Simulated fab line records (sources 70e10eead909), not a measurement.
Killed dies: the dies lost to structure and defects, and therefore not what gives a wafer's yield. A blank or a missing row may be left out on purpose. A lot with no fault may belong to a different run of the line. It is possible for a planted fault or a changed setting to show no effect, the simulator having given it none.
What tool caused it? :: flow nandHarc :: Sampling: 6 lots, 18 wafers, 4 of 1302 route steps

== WHAT THE GAUGES READ, wafer by wafer ==
NHARC_END_SORT_01.
lot: L119
measured: day 27 18:29
on: prober-01
sort_bin_4_pct (%): 5.9 8.6 5.3

lot: L124
measured: day 30 09:29
on: prober-01
sort_bin_4_pct (%): 6.2 4.9

lot: L131
measured: day 32 05:32
on: prober-02
sort_bin_4_pct (%): 6.9 6.1 8.6

lot: L132
measured: day 33 19:38
on: prober-01
sort_bin_4_pct (%): 6.4 6.9 4.0

== EACH LOT AND THE TOOL THAT RAN IT (in order: tool; ch and the chambers of the sampled wafers; start) ==
lot: L116
NHARC_A_BLC_CVD_24: cvdW-01 ch 0,1, day 25 08:20 or earlier
NHARC_A_M0_ETCH_34: rieDiel-09 ch 0,3, day 25 08:30
NHARC_A_M0_ANNEAL_30: rtpAnneal-02 ch 0, day 25 10:16

lot: L114
NHARC_A_BLC_CVD_24: cvdW-02 ch 0,1, day 25 16:46 or earlier
NHARC_A_M0_ETCH_34: rieDiel-09 ch 0,3, day 25 16:55
NHARC_A_M0_ANNEAL_30: rtpAnneal-01 ch 0, day 25 18:39

lot: L119
NHARC_A_BLC_CVD_24: cvdW-02 ch 0,1, day 26 03:45 or earlier
NHARC_A_M0_ETCH_34: rieDiel-08 ch 1,2,3, day 26 03:55
NHARC_A_M0_ANNEAL_30: rtpAnneal-02 ch 0, day 26 05:37

lot: L124
NHARC_A_BLC_CVD_24: cvdW-02 ch 0,1, day 28 19:53 or earlier
NHARC_A_M0_ETCH_34: rieDiel-08 ch 1,2,3, day 28 20:03
NHARC_A_M0_ANNEAL_30: rtpAnneal-02 ch 0, day 28 21:39

lot: L131
NHARC_A_BLC_CVD_24: cvdW-02 ch 0,1, day 30 12:55 or earlier
NHARC_A_M0_ETCH_34: rieDiel-08 ch 2,3, day 30 13:04
NHARC_A_M0_ANNEAL_30: rtpAnneal-01 ch 0, day 30 14:44

lot: L132
NHARC_A_BLC_CVD_24: cvdW-01 ch 0,1, day 31 23:14 or earlier
NHARC_A_M0_ETCH_34: rieDiel-09 ch 1,2,3, day 31 23:24
NHARC_A_M0_ANNEAL_30: rtpAnneal-01 ch 0, day 32 01:07
- NHARC_A_BLC_CVD_24: deposits W, target thk 150 nm, time 434 s.
- NHARC_A_M0_ETCH_34: etches the open film in N2/H2, target depth 40 nm, overetch 12 nm, time 43.94 s.
- NHARC_A_M0_ANNEAL_30: time 90 s.

== THE ANSWER, worked out from the rows above alone ==
Rule: what is usual is taken from the lots themselves. Put in order of their means at a reading, lots are off if they are a third of the lots or fewer, leave a main group of 4 or more, and stand apart from it by a gap of 3 or more times the standard deviation of the main group's means; of several such gaps the widest counts. Not used: any main group whose means are identical at the precision the tables above print for the reading. A lot without any number at a reading at which 4 lots or more have one is off too. The other lots that the step has rows for count as sound.
Across all readings shown, no lot is off: no conclusion can be drawn from this.

== WHAT HAD BEEN PUT IN BY THE SIMULATOR ==
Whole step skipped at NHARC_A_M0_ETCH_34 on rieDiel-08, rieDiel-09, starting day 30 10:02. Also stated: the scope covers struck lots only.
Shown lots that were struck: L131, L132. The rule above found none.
